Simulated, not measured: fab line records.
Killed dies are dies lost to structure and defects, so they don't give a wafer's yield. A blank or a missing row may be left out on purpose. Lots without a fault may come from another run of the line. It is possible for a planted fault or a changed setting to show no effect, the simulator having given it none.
Which tool did it? | flow n5Finfet | 11 lots (32 wafers sampled), 1 step of a 1938-step route

## WHAT THE GAUGES READ, wafer by wafer
N5_BEOL_M9_THK_MEAS_01.
lot  | measured     | on           | M9_ILD_THK (nm)
L286 | day 10 10:46 | filmMetro-02 | 269 266 274
L287 | day 10 11:06 | filmMetro-01 | 271 277 271
L291 | day 11 04:12 | filmMetro-01 | 275 274 272
L292 | day 11 08:03 | filmMetro-02 | 264 273 269
L293 | day 11 21:21 | filmMetro-01 | 268 270 266
L295 | day 12 09:57 | filmMetro-02 | 258 267
L298 | day 12 17:33 | filmMetro-01 | 259 266 261
L301 | day 13 14:55 | filmMetro-02 | 259 260 263
L302 | day 13 17:59 | filmMetro-01 | 267 263 265
L303 | day 13 23:51 | filmMetro-02 | 267 261 268
L304 | day 14 18:51 | filmMetro-02 | 262 266 268

## TOOL THAT RAN EACH LOT (tool first, then ch and the chambers of the sampled wafers, then the start)
No process step before these readings appears in the record.

## THE ANSWER, worked out from the rows above alone
Rule: the usual values come from the lots themselves. The widest of any qualifying gaps counts: lots, ordered by their means at a reading, are off when they make up no more than a third of the lots, leave a main group of 4 or more, and stand apart from it by 3 or more times the standard deviation of that group's means. A main group whose means are all the same, to the digits that the tables above print for the reading, isn't used. Also off: a lot with no number at a reading for which 4 or more lots have one. Any other lot the step has rows for is counted as sound.
None of the lots is off at any reading shown; this tells nothing.

## WHAT THE SIMULATOR PUT IN
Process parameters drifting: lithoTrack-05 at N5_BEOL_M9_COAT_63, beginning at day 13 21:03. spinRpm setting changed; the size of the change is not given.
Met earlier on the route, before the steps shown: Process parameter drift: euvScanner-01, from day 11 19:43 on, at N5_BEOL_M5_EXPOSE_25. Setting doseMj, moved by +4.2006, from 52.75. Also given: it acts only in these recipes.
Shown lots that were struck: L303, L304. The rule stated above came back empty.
